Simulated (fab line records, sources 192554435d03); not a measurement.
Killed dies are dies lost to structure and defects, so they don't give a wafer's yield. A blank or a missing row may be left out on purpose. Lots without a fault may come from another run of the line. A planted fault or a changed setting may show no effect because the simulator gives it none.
Chamber matching | flow n5_finfet | N5_BEOL_M10_DEP_56 on pecvd-04: 3 sister chambers
The step deposits SiCN from 3MS/NH3, target thk 15 nm, time 26.5 s. 6 wafers are shown with their chamber, then 7 later ones without.

WAFERS WITH THEIR CHAMBER
wafer  | chamber | throttle_valve_pct (%) | showerhead_plenum_p_Torr (Torr)
L083.2 | 0       | 9.7                    | 3.667
L087.3 | 1       | 8.8                    | 3.667
L086.4 | 2       | 8.3                    | 3.675
L086.5 | 1       | 8.8                    | 3.672
L091.1 | 0       | 9.7                    | 3.666
L091.4 | 2       | 8.5                    | 3.674

WAFERS WITHOUT THEIR CHAMBER
wafer  | throttle_valve_pct (%) | showerhead_plenum_p_Torr (Torr)
L091.6 | 8.8                    | 3.660
L092.3 | 9.1                    | 3.664
L092.4 | 8.8                    | 3.672
L092.6 | 9.8                    | 3.664
L094.1 | 9.7                    | 3.666
L094.5 | 9.8                    | 3.662
L094.6 | 8.4                    | 3.668

WHICH CHAMBER EACH WENT THROUGH
wafer  | from the rows above     | in truth
L091.6 | 1                       | 1
L092.3 | 1                       | 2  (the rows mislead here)
L092.4 | 1                       | 1
L092.6 | 0                       | 0
L094.1 | 0                       | 0
L094.5 | 0                       | 0
L094.6 | can't be placed: 2 or 1 | 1
Placed correctly: 5 of 7. Can't be placed from these rows: 1 (the true chamber is among the candidates in 1). Placed wrongly: 1.
How it was worked out, from the rows above alone: a wafer's distance from a chamber is the root of the sum, over the readings, of the square of ((its reading less the chamber's mean) divided by the reading's scatter). The wafer belongs to the nearest chamber; if the next one is less than 2 further off, it can't be placed. A chamber's mean is the mean of its shown wafers. The scatter: the root of (the sum of the squares of (reading less its chamber's mean) over the shown wafers, divided by (wafers less chambers)).
